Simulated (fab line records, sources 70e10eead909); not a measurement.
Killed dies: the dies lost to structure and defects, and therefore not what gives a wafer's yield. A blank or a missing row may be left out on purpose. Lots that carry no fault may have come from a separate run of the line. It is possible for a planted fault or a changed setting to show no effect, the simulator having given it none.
Problem report, 8D (eight disciplines) form, completed by code + flow nandHarc + the parts of the form that need people (team, actions taken, sign-off) are left out

1. WHAT IS WRONG
Mean of overlayXNm at NHARC_A_CONTACT_OVL_MEAS_43: 5.8 nm across 9 wafers in 3 lots; on wafers with no fault it is -0.2 nm (standard deviation 0.66). Relative to the usual mean, that is a shift of +9.1 standard deviations.
Earliest sighting: wafer L403.1 on overlay-02 at day 16 12:52. At this step, 33 wafers from 11 lots have a number in the record. By rule, "out" or "out of limits" means more than 4 standard deviations away from the usual mean. The rest of the wafers with a number are treated as sound.

2. WHAT IT IS; WHAT IT IS NOT
| question                    | is                     | is not                                                                                            |
|-----------------------------|------------------------|---------------------------------------------------------------------------------------------------|
| which readings at this step | overlayXNm             | overlayYNm                                                                                        |
| which lots                  | L403, L405, L409       | L401, L404, L407, L416, L417, L418, L420, L422                                                    |
| which wafers of those lots  | all that have a number | -                                                                                                 |
| read on which gauges        | overlay-01, overlay-02 | -                                                                                                 |
| when                        | from day 16 12:52      | up to then (6 sound wafers); but 18 sound wafers of L407, L416, L417, L418, L420, L422 came after |

3. SUSPECTS, AND WHAT RULES EACH OUT
Counting: a tool at any process step up to the reading remains a suspect when it ran all the lots that are out and ran no sound lot after the first of those.
- the gauge at NHARC_A_CONTACT_OVL_MEAS_43 has been ruled out. 2 gauges (overlay-01, overlay-02) read the wafers that are out.
- arfiScanner-03 at NHARC_A_CONTACT_EXPOSE_39 (exposes mask A CC 3): kept. Every lot that is out went through it, starting with L403 (day 16 12:38), and after that it ran no sound lot; the last sound lot it ran before then is L404 (day 16 12:30).
Left after counting: arfiScanner-03 at NHARC_A_CONTACT_EXPOSE_39.

4. THE CAUSE (what the simulator had put in)
Scanner matching overlay: arfiScanner-03, from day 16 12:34 on, at NHARC_A_CONTACT_EXPOSE_39. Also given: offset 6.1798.
The count eliminated every tool but this one.

5. THE CHAIN OF EFFECTS, in route order
One row per reading whose mean, taken over the struck wafers that have a number, lies over 3 standard deviations from the usual. Only readings whose record carries a usual standard deviation are examined. hours: median over the lots of the time between each lot's start at the first step of this table that gives one and its start at this step. sigmas: the change, counted in usual standard deviations.
| hours | step                        | reading    | usual   | on struck wafers | change | sigmas |
|-------|-----------------------------|------------|---------|------------------|--------|--------|
| 0     | NHARC_A_CONTACT_OVL_MEAS_43 | overlayXNm | -0.2 nm | 5.8              | +6.0   | +9.1   |

6. HOW IT WOULD HAVE BEEN CAUGHT EARLIER
In this record the first reading out of limits at a measuring or inspecting step was taken at day 16 12:52, 0 hours after the fault began at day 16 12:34.
Among the 3 lots that are out, L405, L409 began NHARC_A_CONTACT_EXPOSE_39 on arfiScanner-03 after day 16 12:52. A hold on the tool at that time would have spared those 2.
